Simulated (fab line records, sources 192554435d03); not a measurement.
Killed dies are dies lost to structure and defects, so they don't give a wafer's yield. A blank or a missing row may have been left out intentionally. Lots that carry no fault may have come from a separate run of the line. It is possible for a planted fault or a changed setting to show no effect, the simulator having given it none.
fab line records	flow n5-finfet
record: lots: 9	wafers: 27	last-day: 17
route steps=1938 shown HKMG_FIN@421 BEOL_M4@1111 PASSIVATION@1936
lots untouched by any fault: they come from a run of this same line in which no faults occurred
start-h: start of the lot's first displayed wafer, in hours after the record's first day	wait-h: hours elapsed since this lot's preceding step	" same as the row above	L1.1+2: a single row standing in for several wafers	- value missing, or start not given	* or withheld: withheld	< > ~ a bound
route shown NAME@n: NAME is a module with steps in the file, n the number in the route of the first one	usual: the fault-free wafers' mean and standard deviation	same: alike in all rows	chamber/n: place in a boat	sites: the reading at each site	_std_site: standard deviation of those values	_edge_site: mean of outer sites minus mean of inner sites	radius-mm: how far each site lies from the wafer's centre	mask NAME#n: copy n	behind: tool/chamber where the wafer was last shaped	hold: the reason the lot was held/the length of the hold in hours/how it ended	device: names the non-switching transistor (n, p or np)	end of line: tests run on the same wafers once the route is complete	a step with no rows: only its recipe	killed: the dies lost at the first sort to structure and to defects; this is not the yield of the wafer	map: shows each die of a wafer: x if killed, . if not, _ if none is there
set.NAME: the setting that was run; set.NAME@STEP: the one run at that earlier step	model.NAME: the simulator's own value behind a step, which no gauge read
route steps across a sampled set of lots; one table per step, one row per wafer
services: when a tool's chamber went out of use (start-h, in hours from the record's first day, below 0 if earlier), for how many hours, and the reason
== steps ==
step: N5_HKMG_FIN_PWFM_ALD_03
recipe: material: TiN	target-thk-a: 20	temp-c: 400	ald-precursor-family: TiCl4	ald-co-reactant: NH3	pulse-time-s: 1	purge-time-s: 3	co-reactant-purge-time-s: 2	co-reactant-pulse-time-s: 2	ald-cycles: 91	pressure-torr: 3
usual: heater-power-w: 906/86	precursor-pulse-height-rel: 0.997/0.018	susceptor-temp-C: 399.96/0.22
lot.wafer	tool	chamber	start-h	wait-h	heater-power-w	precursor-pulse-height-rel	susceptor-temp-C
L479.3	ald-metal-01	1	86.05	0.0	921	0.989	400.05
L479.5	"	3	"	"	835	0.984	399.74
L479.6	"	2	"	"	865	1.028	400.13
L480.1	ald-metal-03	3	87.81	0.0	852	0.963	399.88
L480.3	"	2	"	"	1005	1.012	399.72
L480.5	"	2	"	"	996	0.997	400.02
L481.1	ald-metal-04	3	102.87	0.0	772	0.984	400.33
L481.5	"	2	"	"	1032	0.995	399.99
L481.6	"	3	"	"	784	1.003	399.82
L485.1	ald-metal-01	3	119.20	0.0	806	1.005	400.18
L485.2	"	0	"	"	976	1.002	400.17
L485.5	"	2	"	"	843	1.010	400.18
L494.1	ald-metal-01	1	169.86	0.0	934	0.977	400.51
L494.4	"	0	"	"	978	1.015	400.22
L494.5	"	3	"	"	819	1.020	400.26
L495.1	ald-metal-01	3	178.96	0.0	818	0.971	400.17
L495.4	"	2	"	"	834	0.958	399.98
L495.5	"	3	"	"	832	0.974	400.36
L496.1	ald-metal-03	0	184.48	0.0	927	1.018	399.65
L496.4	"	3	"	"	828	1.000	399.87
L496.5	"	1	"	"	853	1.011	400.01
L497.1	ald-metal-01	0	192.86	0.0	968	0.967	399.78
L497.4	"	1	"	"	939	1.049	399.68
L497.6	"	3	"	"	832	0.991	400.46
L500.1	ald-metal-04	1	209.11	0.0	957	1.007	399.67
L500.3	"	0	"	"	817	1.007	400.02
L500.5	"	3	"	"	758	0.979	400.49
step: N5_HKMG_FIN_ETCH_35
recipe: chemistry: N2/H2	target: SOC	target-depth-a: 2158	ion-energy-ev: 65	bias-w: 5	source-w: 3000	time-s: 243.4	pressure-mtorr: 30	n2-flow-sccm: 200	h2-flow-sccm: 200
usual: drypump-motor-current-A: 5.8/0.4	oes-product-au: 0.81/0.079	rf-vpp-V: 141.8/0.96	run-length-s: 266.7/0.59	showerhead-plenum-p-Torr: 2.55/0.069	throttle-valve-pct: 17.9/0.31
lot.wafer	tool	chamber	start-h	wait-h	drypump-motor-current-A	oes-product-au	rf-hours-counter-h	rf-vpp-V	run-length-s	showerhead-plenum-p-Torr	throttle-valve-pct
L479.3	rie-diel-01	2	87.15	0.0	5.9	0.75	151	142.2	266.0	2.66	18.1
L479.5	"	2	"	"	5.9	0.75	-	143.5	266.1	2.66	18.1
L479.6	"	1	"	"	5.5	0.86	-	142.9	266.1	2.58	17.4
L480.1	rie-diel-01	1	89.10	0.0	5.5	0.87	73	142.2	266.2	2.58	17.4
L480.3	"	2	"	"	5.8	0.76	153	141.8	266.2	2.66	18.1
L480.5	"	1	"	"	5.5	0.87	-	142.8	266.4	2.58	17.4
L481.1	rie-diel-01	3	104.10	0.0	6.1	0.67	241	142.1	267.2	2.50	17.7
L481.5	"	0	"	"	5.5	0.96	-	141.3	267.8	2.51	18.2
L481.6	"	1	"	"	5.5	0.85	-	143.2	266.8	2.57	17.4
L485.1	rie-diel-03	0	120.30	0.0	6.0	0.72	201	142.4	266.4	2.62	18.2
L485.2	"	3	"	"	5.1	0.71	200	140.3	267.0	2.41	18.0
L485.5	"	3	"	"	5.1	0.72	-	140.0	266.6	2.41	18.0
L494.1	rie-diel-01	1	171.17	0.0	5.5	0.83	106	141.4	266.7	2.56	17.5
L494.4	"	0	"	"	5.5	0.89	32	142.2	211.2	2.49	18.2
L494.5	"	1	"	"	5.5	0.83	-	141.2	210.2	2.56	17.5
L495.1	rie-diel-06	1	180.28	0.0	5.8	0.83	81	141.0	265.8	2.46	18.1
L495.4	"	3	"	"	5.4	0.85	86	141.9	267.3	2.57	17.7
L495.5	"	1	"	"	5.8	0.83	-	141.7	265.8	2.46	18.1
L496.1	rie-diel-01	0	185.58	0.0	5.5	0.88	36	140.2	267.3	2.49	18.2
L496.4	"	2	"	"	5.9	0.72	190	144.7	210.0	2.64	18.2
L496.5	"	0	"	"	5.4	0.88	-	141.8	211.2	2.49	18.2
L497.1	rie-diel-06	1	194.13	0.0	5.8	0.82	86	140.4	266.1	2.46	18.1
L497.4	"	2	"	"	6.9	0.74	181	141.4	266.4	2.52	18.2
L497.6	"	2	"	"	6.9	0.73	-	142.4	266.3	2.52	18.1
L500.1	rie-diel-03	1	210.22	0.0	5.8	0.87	43	142.8	267.7	2.69	17.4
L500.3	"	0	"	"	6.0	0.71	232	143.4	266.4	2.61	18.2
L500.5	"	0	"	"	6.0	0.71	-	141.6	266.3	2.61	18.2
step: N5_HKMG_FIN_ETCH_86
recipe: chemistry: N2/H2	target: SOC	target-depth-a: 3932	stop-on: TiN	ion-energy-ev: 100	bias-w: 61	pressure-mtorr: 30	source-w: 850	n2-flow-sccm: 200	h2-flow-sccm: 200
usual: drypump-motor-current-A: 5.8/0.41	oes-product-au: 0.79/0.075	rf-vpp-V: 241.1/1.4	showerhead-plenum-p-Torr: 2.58/0.092	throttle-valve-pct: 17.83/0.29
lot.wafer	tool	chamber	start-h	wait-h	drypump-motor-current-A	oes-product-au	rf-hours-counter-h	rf-vpp-V	showerhead-plenum-p-Torr	throttle-valve-pct
L479.3	rie-diel-01	3	88.41	-	6.1	0.68	235	240.9	2.50	17.70
L479.5	"	1	"	"	5.5	0.84	-	241.9	2.58	17.37
L479.6	"	2	"	"	5.9	0.75	-	242.2	2.66	18.08
L480.1	rie-diel-01	3	90.11	-	6.1	0.67	236	240.6	2.50	17.70
L480.3	"	1	"	"	5.5	0.84	73	240.9	2.58	17.38
L480.5	"	1	"	"	5.5	0.84	-	241.8	2.58	17.38
L481.1	rie-diel-06	3	105.12	-	5.4	0.87	60	241.4	2.58	17.60
L481.5	"	3	"	"	5.4	0.87	-	240.6	2.58	17.61
L481.6	"	0	"	"	5.7	0.77	-	240.7	2.56	17.81
L485.1	rie-diel-03	3	121.65	-	5.1	0.72	200	238.4	2.41	17.93
L485.2	"	0	"	"	6.0	0.73	201	241.6	2.62	18.16
L485.5	"	1	"	"	5.8	0.94	-	242.3	2.70	17.34
L494.1	rie-diel-01	2	172.23	-	5.8	0.72	187	243.3	2.64	18.14
L494.4	"	1	"	"	5.5	0.81	107	239.5	2.56	17.43
L494.5	"	1	"	"	5.5	0.80	-	240.7	2.56	17.44
L495.1	rie-diel-06	1	181.33	-	5.8	0.82	82	240.4	2.46	18.11
L495.4	"	3	"	"	5.4	0.83	86	240.1	2.57	17.64
L495.5	"	0	"	"	5.8	0.76	-	239.9	2.55	17.86
L496.1	rie-diel-01	1	186.60	-	5.5	0.80	110	241.7	2.56	17.44
L496.4	"	2	"	"	5.9	0.72	190	242.8	2.64	18.14
L496.5	"	1	"	"	5.5	0.80	-	241.6	2.56	17.44
L497.1	rie-diel-03	2	195.14	-	5.7	0.79	111	241.3	2.67	17.88
L497.4	"	3	"	"	5.1	0.69	225	238.4	2.40	17.98
L497.6	"	0	"	"	6.0	0.71	-	241.6	2.61	18.18
L500.1	rie-diel-03	0	211.34	-	6.0	0.70	233	242.5	2.61	18.21
L500.3	"	1	"	"	5.8	0.87	43	242.6	2.69	17.41
L500.5	"	3	"	"	5.1	0.70	-	240.2	2.40	17.98
step: N5_HKMG_FIN_ALD_71
recipe: material: TiN	target-thk-a: 10	temp-c: 400	ald-precursor-family: TiCl4	ald-co-reactant: NH3	pulse-time-s: 1	purge-time-s: 3	co-reactant-purge-time-s: 2	co-reactant-pulse-time-s: 2	ald-cycles: 47	pressure-torr: 3
usual: heater-power-w: 904/89	precursor-pulse-height-rel: 1.002/0.021	susceptor-temp-C: 400.02/0.22
lot.wafer	tool	chamber	start-h	wait-h	heater-power-w	precursor-pulse-height-rel	susceptor-temp-C
L479.3	ald-metal-03	3	89.14	0.0	852	0.952	399.89
L479.5	"	3	"	"	840	1.025	400.11
L479.6	"	2	"	"	974	1.010	400.17
L480.1	ald-metal-01	0	90.85	0.0	978	0.997	399.66
L480.3	"	2	"	"	837	0.969	399.70
L480.5	"	3	"	"	830	1.037	399.94
L481.1	ald-metal-01	1	105.85	0.0	951	1.025	399.94
L481.5	"	3	"	"	851	0.986	400.16
L481.6	"	0	"	"	985	1.008	400.27
L485.1	ald-metal-01	1	122.38	0.0	937	1.008	400.21
L485.2	"	3	"	"	844	1.013	399.64
L485.5	"	3	"	"	837	0.989	400.01
L494.1	ald-metal-03	1	172.98	0.0	861	0.956	399.76
L494.4	"	3	"	"	832	0.989	399.84
L494.5	"	0	"	"	939	1.007	399.87
L495.1	ald-metal-03	1	182.07	0.0	852	1.016	400.09
L495.4	"	2	"	"	983	1.023	399.96
L495.5	"	3	"	"	855	0.991	399.75
L496.1	ald-metal-01	0	187.33	0.0	999	1.038	399.92
L496.4	"	1	"	"	939	0.987	400.17
L496.5	"	2	"	"	853	0.988	400.03
L497.1	ald-metal-04	2	195.88	0.0	1042	0.976	399.72
L497.4	"	3	"	"	779	0.968	399.81
L497.6	"	2	"	"	1019	1.003	400.14
L500.1	ald-metal-03	3	212.07	0.0	839	1.003	400.33
L500.3	"	2	"	"	989	1.039	399.87
L500.5	"	2	"	"	994	0.986	399.96
step: N5_BEOL_M4_RC_MEAS_101
usual: DIBL_N: 36.3/1.2	DIBL_P: 36.3/1.4	IOFF_N: 0.157/0.02	IOFF_P: 0.22/0.033	ION_N: 675/9.6	ION_P: 465/8.2	SS_N: 71.4/0.45	SS_P: 73.3/0.54	VT_N: 249.8/2.5	VT_P: -249/3.2
lot.wafer	tool	chamber	start-h	wait-h	DIBL_N[mV/V]	DIBL_P[mV/V]	IOFF_N[nA/um]	IOFF_P[nA/um]	ION_N[uA/um]	ION_P[uA/um]	SS_N[mV/dec]	SS_P[mV/dec]	VT_N[mV]	VT_P[mV]
L480.1	prober-01	0	187.88	0.0	34.6	34.8	0.128	0.16	665	455	71.2	72.0	251.3	-256
L480.3	"	0	"	"	35.1	34.9	0.132	0.17	662	453	71.7	72.3	251.7	-253
L480.5	"	0	"	"	35.3	35.1	0.137	0.17	668	455	71.2	71.9	253.9	-254
L479.3	prober-02	0	203.36	0.3	36.7	37.4	0.161	0.24	684	475	72.0	73.4	247.5	-247
L479.5	"	0	"	"	37.9	38.7	0.190	0.26	687	467	71.9	74.0	248.9	-249
L479.6	"	0	"	"	36.8	37.3	0.162	0.23	678	468	71.4	74.3	249.6	-249
L481.1	prober-01	0	215.64	0.0	36.5	35.2	0.145	0.20	677	465	71.7	73.1	253.5	-251
L481.5	"	0	"	"	37.5	37.4	0.176	0.24	690	477	71.7	73.4	246.0	-247
L481.6	"	0	"	"	36.6	34.6	0.138	0.19	674	460	71.2	73.4	252.7	-251
L485.1	prober-02	0	234.49	0.0	37.6	37.5	0.184	0.22	686	470	71.3	73.1	244.6	-247
L485.2	"	0	"	"	35.8	34.8	0.135	0.17	662	449	71.1	72.5	250.2	-251
L485.5	"	0	"	"	35.3	34.3	0.135	0.17	664	458	71.0	72.0	251.1	-251
L494.1	prober-02	0	274.00	0.0	36.0	35.9	0.160	0.20	683	463	71.2	73.4	249.9	-250
L494.4	"	0	"	"	36.0	36.1	0.137	0.20	628	461	71.7	72.8	252.3	-252
L494.5	"	0	"	"	36.0	36.1	0.140	0.20	632	463	71.2	72.5	252.2	-251
L495.1	prober-02	0	299.64	0.0	35.0	35.0	0.143	0.25	674	464	72.2	73.6	251.8	-248
L495.4	"	0	"	"	35.3	35.0	0.149	0.23	677	472	71.7	73.6	252.1	-247
L495.5	"	0	"	"	34.5	33.3	0.137	0.21	687	473	71.4	73.2	250.9	-248
L496.1	prober-01	0	299.75	0.0	35.0	33.2	0.123	0.15	654	443	70.7	73.8	256.3	-256
L496.4	"	0	"	"	35.9	34.8	0.121	0.17	604	450	71.5	73.9	258.9	-258
L496.5	"	0	"	"	35.8	34.6	0.117	0.17	607	442	71.2	73.9	260.3	-256
L497.1	prober-02	0	300.57	0.2	35.0	35.5	0.126	0.18	653	459	70.5	72.8	254.0	-251
L497.4	"	0	"	"	35.4	36.4	0.127	0.19	661	460	71.3	73.2	254.7	-251
L497.6	"	0	"	"	34.6	35.6	0.115	0.18	658	459	70.8	73.1	254.7	-252
L500.1	prober-01	0	307.20	0.0	35.7	36.1	0.147	0.25	673	469	71.2	73.3	249.2	-246
L500.3	"	0	"	"	37.4	37.9	0.182	0.28	675	473	71.5	74.0	246.1	-245
L500.5	"	0	"	"	36.5	36.6	0.170	0.26	667	464	71.8	73.9	247.4	-246
step: N5_PASSIVATION_PROBE_49
usual: defect-limited-yield: 91.1/1.4	killed_at_M0_to_M3: 33/10	killed_at_M4_up: 15/5.8	killed-at-contacts: 13/5.9	killed-at-front-end: 39/11	killed-at-other: 4/3.6	killed-dies: 105/16	killed-open: 68/11	killed-short: 34/7.8	sort_bin_5_function: 5.2/0.88	sort_bin_6_memory: 3.3/0.61	sort_bin_8_speed: 0/0	sort-n-pass: 1075/16	sort-yield-pct: 91.1/1.4
same: gross-dies: 1180	killed-at-back-side: 0	sort_bin_4_leakage[%]: 0
lot.wafer	tool	chamber	start-h	wait-h	defect-limited-yield[%]	killed_at_M0_to_M3	killed_at_M4_up	killed-at-contacts	killed-at-front-end	killed-at-other	killed-dies	killed-open	killed-short	sort_bin_5_function[%]	sort_bin_6_memory[%]	sort_bin_8_speed[%]	sort-n-pass	sort-yield-pct[%]
L480.1	prober-01	-	291.11	0.0	88.8	33	11	21	63	4	132	85	41	6.6	4.3	0	1048	88.8
L480.3	prober-01	-	291.21	0.1	88.7	26	19	16	71	1	133	85	41	7.2	3.5	0	1047	88.7
L480.5	prober-01	-	291.31	0.2	90.1	35	16	4	56	6	117	68	40	5.3	3.8	0	1063	90.1
L479.3	prober-01	-	309.37	0.3	92.5	29	20	13	25	1	88	67	19	4.3	3.1	0	1092	92.5
L479.5	prober-01	-	309.47	0.4	91.4	30	8	18	42	4	102	69	28	4.9	3.2	0	1078	91.4
L479.6	prober-01	-	309.52	0.4	91.4	37	15	14	34	2	102	57	37	5.1	2.7	0	1078	91.4
L481.1	prober-01	-	311.08	0.0	89.7	57	18	5	35	6	121	78	35	6.4	3.1	0	1059	89.7
L481.5	prober-01	-	311.28	0.2	91.3	37	17	7	39	3	103	67	32	4.9	3.6	0	1077	91.3
L481.6	prober-01	-	311.33	0.3	91.0	30	13	21	42	0	106	82	23	5.2	3.5	0	1074	91.0
L485.1	prober-01	-	347.40	0.0	91.9	30	6	15	41	4	96	59	32	4.4	3.4	0	1084	91.9
L485.2	prober-01	-	347.45	0.1	91.5	31	7	9	49	4	100	62	35	5.0	3.1	0	1080	91.5
L485.5	prober-01	-	347.60	0.2	91.4	30	10	24	35	2	101	64	31	4.5	3.6	0	1079	91.4
L494.1	prober-01	-	381.69	0.0	87.3	70	14	7	52	7	150	87	62	7.3	4.7	0	1030	87.3
L494.4	prober-01	-	381.84	0.2	89.0	35	27	6	56	6	130	80	45	6.6	3.9	4.83	993	84.2
L494.5	prober-01	-	381.89	0.2	90.8	43	19	2	40	4	108	74	29	5.1	3.4	12.71	922	78.1
L496.1	prober-02	-	402.30	0.0	93.6	23	9	18	26	0	76	58	18	3.8	2.5	0	1104	93.6
L496.4	prober-02	-	402.45	0.2	92.6	21	18	12	34	2	87	52	32	3.9	3.2	87.71	58	4.9
L496.5	prober-02	-	402.50	0.2	91.9	20	18	24	34	0	96	58	36	5.1	2.5	71.95	235	19.9
L495.1	prober-01	-	406.61	0.0	89.7	40	12	23	44	2	121	70	51	6.2	3.3	0	1059	89.7
L495.4	prober-01	-	406.76	0.2	91.6	29	12	11	46	1	99	61	38	5.3	2.8	0	1081	91.6
L495.5	prober-01	-	406.81	0.2	91.4	36	8	24	32	2	102	70	32	5.3	3.0	0	1078	91.4
L497.1	prober-02	-	408.41	0.0	89.5	44	11	18	49	2	124	80	44	6.8	3.2	0	1056	89.5
L497.4	prober-02	-	408.56	0.2	90.8	42	12	10	43	1	108	69	39	5.3	3.4	0	1072	90.8
L497.6	prober-02	-	408.66	0.3	89.6	44	8	7	58	6	123	79	44	6.2	3.6	0	1057	89.6
L500.1	prober-01	-	408.41	0.0	94.3	28	3	5	26	5	67	38	28	3.7	1.7	0	1113	94.3
L500.3	prober-01	-	408.51	0.1	91.4	43	10	9	39	1	102	70	31	5.3	3.2	0	1078	91.4
L500.5	prober-01	-	408.61	0.2	92.6	41	8	3	34	1	87	57	24	4.5	2.8	0	1093	92.6
killed by level:class
L480.1 FIN_SAQP:geometric-particle:open=14 FIN_SAQP:geometric-particle:short=13 MOL_CONTACT_COAG:geometric-particle:open=13 BEOL_M3:geometric-particle:open=10 STI_FIN_REVEAL:geometric-particle:open=8 DUMMY_GATE:geometric-particle:open=8 GATE_CUT:geometric-particle:short=6 MOL_CONTACT_COAG:geometric-particle:short=6
L480.3 STI_FIN_REVEAL:geometric-particle:open=18 MOL_CONTACT_COAG:geometric-particle:open=14 FIN_SAQP:geometric-particle:short=10 FIN_SAQP:geometric-particle:open=7 GATE_CUT:geometric-particle:open=7 BEOL_M1:geometric-particle:open=7 BEOL_M4:geometric-particle:open=6 DUMMY_GATE:geometric-particle:open=4
L480.5 FIN_SAQP:geometric-particle:open=13 BEOL_M4:geometric-particle:open=11 FIN_SAQP:geometric-particle:short=10 STI_FIN_REVEAL:geometric-particle:open=10 BEOL_M0_SAQP:geometric-particle:short=8 BEOL_M3:geometric-particle:open=8 GATE_CUT:geometric-particle:short=6 BEOL_M1:geometric-particle:open=6
L479.3 MOL_CONTACT_COAG:geometric-particle:open=12 BEOL_M4:geometric-particle:open=11 BEOL_M0:geometric-particle:open=9 BEOL_M1:geometric-particle:open=7 STI_FIN_REVEAL:geometric-particle:open=6 BEOL_M5:geometric-particle:open=5 ILD0:geometric-particle:open=4 BEOL_M0_SAQP:geometric-particle:short=4
L479.5 MOL_CONTACT_COAG:geometric-particle:open=16 FIN_SAQP:geometric-particle:open=7 BEOL_M1:geometric-particle:open=7 GATE_CUT:geometric-particle:open=5 BEOL_M0_SAQP:geometric-particle:short=5 FIN_SAQP:geometric-particle:short=4 DUMMY_GATE:geometric-particle:open=4 ILD0:geometric-particle:short=4
L479.6 MOL_CONTACT_COAG:geometric-particle:open=9 BEOL_M2:geometric-particle:open=7 BEOL_M0_SAQP:geometric-particle:open=6 BEOL_M1:geometric-particle:open=6 BEOL_M0_SAQP:geometric-particle:short=5 MOL_CONTACT_COAG:geometric-particle:short=5 FIN_SAQP:geometric-particle:short=4 FIN_SAQP:geometric-particle:open=4
L481.1 BEOL_M2:geometric-particle:open=15 BEOL_M0_SAQP:geometric-particle:open=14 STI_FIN_REVEAL:geometric-particle:open=9 BEOL_M0_SAQP:geometric-particle:short=9 FIN_SAQP:geometric-particle:open=6 BEOL_M1:geometric-particle:open=5 BEOL_M5:geometric-particle:open=5 DUMMY_GATE:geometric-particle:open=4
L481.5 STI_FIN_REVEAL:geometric-particle:open=14 BEOL_M0_SAQP:geometric-particle:open=9 BEOL_M1:geometric-particle:open=8 STI_FIN_REVEAL:geometric-particle:short=7 MOL_CONTACT_COAG:geometric-particle:open=6 BEOL_M0_SAQP:geometric-particle:short=6 BEOL_M4:geometric-particle:open=6 FIN_SAQP:geometric-particle:open=5
L481.6 STI_FIN_REVEAL:geometric-particle:open=22 MOL_CONTACT_COAG:geometric-particle:open=17 FIN_SAQP:geometric-particle:open=7 BEOL_M1:geometric-particle:open=6 BEOL_M3:geometric-particle:open=6 BEOL_M0_SAQP:geometric-particle:open=5 FIN_SAQP:geometric-particle:short=4 MOL_CONTACT_COAG:geometric-particle:short=4
L485.1 STI_FIN_REVEAL:geometric-particle:open=12 MOL_CONTACT_COAG:geometric-particle:open=11 FIN_SAQP:geometric-particle:short=9 BEOL_M0_SAQP:geometric-particle:open=9 BEOL_M3:geometric-particle:open=7 GATE_CUT:geometric-particle:short=5 BEOL_M1:geometric-particle:open=4 MOL_CONTACT_COAG:geometric-particle:short=4
L485.2 STI_FIN_REVEAL:geometric-particle:open=13 BEOL_M0_SAQP:geometric-particle:short=9 MOL_CONTACT_COAG:geometric-particle:open=8 GATE_CUT:geometric-particle:short=7 BEOL_M0_SAQP:geometric-particle:open=7 GATE_CUT:geometric-particle:open=5 BEOL_M3:geometric-particle:open=5 FIN_SAQP:geometric-particle:short=4
L485.5 MOL_CONTACT_COAG:geometric-particle:open=17 BEOL_M0_SAQP:geometric-particle:open=8 BEOL_M0_SAQP:geometric-particle:short=8 BEOL_M3:geometric-particle:open=8 STI_FIN_REVEAL:geometric-particle:open=7 GATE_CUT:geometric-particle:short=7 MOL_CONTACT_COAG:geometric-particle:short=7 BEOL_M4:geometric-particle:open=5
L494.1 FIN_SAQP:geometric-particle:short=14 FIN_SAQP:geometric-particle:open=11 BEOL_M2:geometric-particle:open=11 BEOL_M3:geometric-particle:open=11 BEOL_M0_SAQP:geometric-particle:short=10 BEOL_M1:geometric-particle:open=10 BEOL_M2:geometric-particle:short=9 BEOL_M0:geometric-particle:open=7
L494.4 FIN_SAQP:geometric-particle:short=20 BEOL_M3:geometric-particle:open=12 BEOL_M4:geometric-particle:open=10 FIN_SAQP:geometric-particle:open=9 STI_FIN_REVEAL:geometric-particle:open=9 STI_FIN_REVEAL:geometric-particle:short=7 BEOL_M2:geometric-particle:open=6 MOL_CONTACT_COAG:geometric-particle:open=5
L494.5 BEOL_M0_SAQP:geometric-particle:open=12 STI_FIN_REVEAL:geometric-particle:open=9 BEOL_M0:geometric-particle:open=8 FIN_SAQP:geometric-particle:short=7 BEOL_M0_SAQP:geometric-particle:short=6 BEOL_M3:geometric-particle:open=6 BEOL_M4:geometric-particle:open=6 BEOL_M8:geometric-particle:open=5
L496.1 MOL_CONTACT_COAG:geometric-particle:open=16 STI_FIN_REVEAL:geometric-particle:open=10 BEOL_M4:geometric-particle:open=5 BEOL_M0_SAQP:geometric-particle:open=5 BEOL_M2:geometric-particle:open=5 DUMMY_GATE:geometric-particle:open=4 GATE_CUT:geometric-particle:short=4 BEOL_M0_SAQP:geometric-particle:short=3
L496.4 FIN_SAQP:geometric-particle:short=11 STI_FIN_REVEAL:geometric-particle:open=9 FIN_SAQP:geometric-particle:open=7 MOL_CONTACT_COAG:geometric-particle:open=7 BEOL_M4:geometric-particle:open=6 BEOL_M1:geometric-particle:open=5 MOL_CONTACT_COAG:geometric-particle:short=5 BEOL_M0_SAQP:geometric-particle:open=5
L496.5 MOL_CONTACT_COAG:geometric-particle:open=19 STI_FIN_REVEAL:geometric-particle:open=10 BEOL_M4:geometric-particle:short=9 FIN_SAQP:geometric-particle:short=8 GATE_CUT:geometric-particle:short=5 MOL_CONTACT_COAG:geometric-particle:short=5 BEOL_M0_SAQP:geometric-particle:open=5 BEOL_M0_SAQP:geometric-particle:short=4
L495.1 MOL_CONTACT_COAG:geometric-particle:open=18 FIN_SAQP:geometric-particle:short=13 BEOL_M3:geometric-particle:open=9 BEOL_M2:geometric-particle:open=9 FIN_SAQP:geometric-particle:open=7 BEOL_M0_SAQP:geometric-particle:short=7 MOL_CONTACT_COAG:geometric-particle:short=5 ILD0:geometric-particle:short=4
L495.4 FIN_SAQP:geometric-particle:short=18 BEOL_M3:geometric-particle:open=14 FIN_SAQP:geometric-particle:open=9 MOL_CONTACT_COAG:geometric-particle:open=8 BEOL_M4:geometric-particle:open=8 DUMMY_GATE:geometric-particle:open=5 BEOL_M0_SAQP:geometric-particle:open=5 BEOL_M4:geometric-particle:short=4
L495.5 MOL_CONTACT_COAG:geometric-particle:open=20 FIN_SAQP:geometric-particle:open=10 BEOL_M3:geometric-particle:open=10 FIN_SAQP:geometric-particle:short=9 BEOL_M1:geometric-particle:open=6 BEOL_M0_SAQP:geometric-particle:open=5 MOL_CONTACT_COAG:geometric-particle:short=4 BEOL_M4:geometric-particle:open=4
L497.1 FIN_SAQP:geometric-particle:open=23 BEOL_M3:geometric-particle:open=12 MOL_CONTACT_COAG:geometric-particle:open=11 BEOL_M0_SAQP:geometric-particle:open=8 MOL_CONTACT_COAG:geometric-particle:short=7 BEOL_M2:geometric-particle:open=7 BEOL_M0_SAQP:geometric-particle:short=7 STI_FIN_REVEAL:geometric-particle:open=6
L500.1 BEOL_M2:geometric-particle:open=7 BEOL_M3:geometric-particle:open=6 FIN_SAQP:geometric-particle:open=5 STI_FIN_REVEAL:geometric-particle:open=5 STI_FIN_REVEAL:geometric-particle:short=4 BEOL_M0_SAQP:geometric-particle:open=4 BEOL_M1:geometric-particle:short=4 MOL_CONTACT_COAG:geometric-particle:open=3
L500.3 BEOL_M0_SAQP:geometric-particle:open=12 STI_FIN_REVEAL:geometric-particle:open=10 BEOL_M0_SAQP:geometric-particle:short=10 BEOL_M3:geometric-particle:open=8 MOL_CONTACT_COAG:geometric-particle:open=7 BEOL_M2:geometric-particle:open=5 ILD0:geometric-particle:open=5 DUMMY_GATE:geometric-particle:open=4
L497.4 FIN_SAQP:geometric-particle:open=11 BEOL_M3:geometric-particle:open=11 FIN_SAQP:geometric-particle:short=10 BEOL_M1:geometric-particle:open=10 GATE_CUT:geometric-particle:short=7 BEOL_M0_SAQP:geometric-particle:short=7 MOL_CONTACT_COAG:geometric-particle:open=6 BEOL_M0_SAQP:geometric-particle:open=6
L500.5 BEOL_M0_SAQP:geometric-particle:open=11 FIN_SAQP:geometric-particle:open=10 BEOL_M2:geometric-particle:open=8 BEOL_M0_SAQP:geometric-particle:short=5 BEOL_M2:geometric-particle:short=5 GATE_CUT:geometric-particle:open=4 BEOL_M1:geometric-particle:open=4 PMOS_HMC_CHANNEL_EPI:coat-microbubble-printed=4
L497.6 FIN_SAQP:geometric-particle:open=17 FIN_SAQP:geometric-particle:short=14 BEOL_M0_SAQP:geometric-particle:short=10 BEOL_M3:geometric-particle:open=9 BEOL_M0_SAQP:geometric-particle:open=8 BEOL_M1:geometric-particle:open=8 DUMMY_GATE:geometric-particle:open=7 STI_FIN_REVEAL:geometric-particle:open=6
== services ==
tool	chamber	start-h	hours	kind
rie-diel-03	-	65.58	0.2	repair
rie-diel-01	0	70.33	-	clean
rie-diel-01	0	70.33	-	consumable-replace:focus-ring
rie-diel-01	0	70.33	22.1	scheduled-down
rie-diel-01	0	70.33	22.1	vent-cycle
rie-diel-03	1	71.21	-	clean
rie-diel-03	1	71.21	-	consumable-replace:focus-ring
rie-diel-03	1	71.21	-	consumable-replace:showerhead
rie-diel-03	1	71.21	12.9	scheduled-down
rie-diel-03	1	71.21	12.9	vent-cycle
ald-metal-04	-	85.16	8.7	pm
ald-metal-03	-	99.46	14.6	pm
rie-diel-01	3	105.15	7.8	repair
ald-metal-04	-	130.82	1.9	repair
rie-diel-01	3	137.44	-	clean
rie-diel-01	3	137.44	-	consumable-replace:focus-ring
rie-diel-01	3	137.44	23.2	scheduled-down
rie-diel-01	3	137.44	23.2	vent-cycle
ald-metal-01	3	147.59	4.1	repair
ald-metal-01	-	163.09	1.5	repair
ald-metal-04	-	168.50	0.6	repair
rie-diel-06	-	174.50	0.2	repair
rie-diel-03	1	191.39	1.3	repair
== key ==
first-sign: step: N5_HKMG_FIN_ETCH_35	reading: run-length-s	direction: down	sigmas: 95	usual: *	struck: *
effect: step: N5_BEOL_M4_RC_MEAS_101	reading: ION_N	direction: down	sigmas: 5.9	usual: 675	struck: 618
effect: step: N5_BEOL_M4_RC_MEAS_101	reading: VT_N	direction: up	sigmas: 2.5	usual: 249.8	struck: 255.9
effect: step: N5_PASSIVATION_PROBE_49	reading: sort_bin_8_speed	direction: up	sigmas: 99+	usual: 0	struck: 44.30
met-at N5_HKMG_FIN_ETCH_35
struck-lots L494,L496
struck-wafers L494.4,L494.5,L496.4,L496.5
not-acting-at N5_HKMG_FIN_PWFM_ALD_03,N5_HKMG_FIN_ETCH_86,N5_HKMG_FIN_ALD_71
onset-between 104.10 171.17
fault: kind: process-parameter-drift	tool: rie-diel-01	chamber: -	onset-h: 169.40	steps: N5_HKMG_FIN_ETCH_35	channel: time-s	offset: *	shape: step	end-h: 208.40	scope: struck-wafers-only	acts-in: *	stated: *
